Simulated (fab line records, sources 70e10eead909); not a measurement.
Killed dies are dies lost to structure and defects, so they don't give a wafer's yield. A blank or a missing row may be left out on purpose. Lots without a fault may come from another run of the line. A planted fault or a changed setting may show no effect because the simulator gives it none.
Which tool did it? | flow nand_harc | 6 lots, 18 wafers sampled, at 1 step of a route of 1159

WHAT THE GAUGES READ, wafer by wafer
NHARC_P_M1_THK_MEAS_24: measures by xrf.
lot  | measured     | on            | thk_nm (nm)
L478 | day 6 18:28  | film_metro-01 | 157.4 159.5 159.6
L482 | day 7 11:14  | film_metro-01 | 158.7 159.1 159.9
L484 | day 7 19:26  | film_metro-02 | 158.2 157.8 158.8
L485 | day 8 08:32  | film_metro-02 | 159.1 158.6 158.5
L492 | day 10 00:57 | film_metro-01 | 157.2 157.4 158.7
L497 | day 11 03:22 | film_metro-01 | 157.2 155.4 157.5

WHICH TOOL RAN EACH LOT (tool, then ch and the chambers of the sampled wafers, then the start)
The record holds no process step before these readings.

THE ANSWER, worked out from the rows above alone
Rule: what is usual is taken from the lots themselves. Put in order of their means at a reading, lots are off if they are a third of the lots or fewer, leave a main group of 4 or more, and stand apart from it by a gap of 3 or more times the standard deviation of the main group's means; of several such gaps the widest counts. A main group whose means are all the same, to the digits that the tables above print for the reading, isn't used. A lot without any number at a reading at which 4 lots or more have one is off too. The other lots that the step has rows for count as sound.
No lot is off at any reading shown: from this, nothing can be told.

WHAT THE SIMULATOR HAD PUT IN
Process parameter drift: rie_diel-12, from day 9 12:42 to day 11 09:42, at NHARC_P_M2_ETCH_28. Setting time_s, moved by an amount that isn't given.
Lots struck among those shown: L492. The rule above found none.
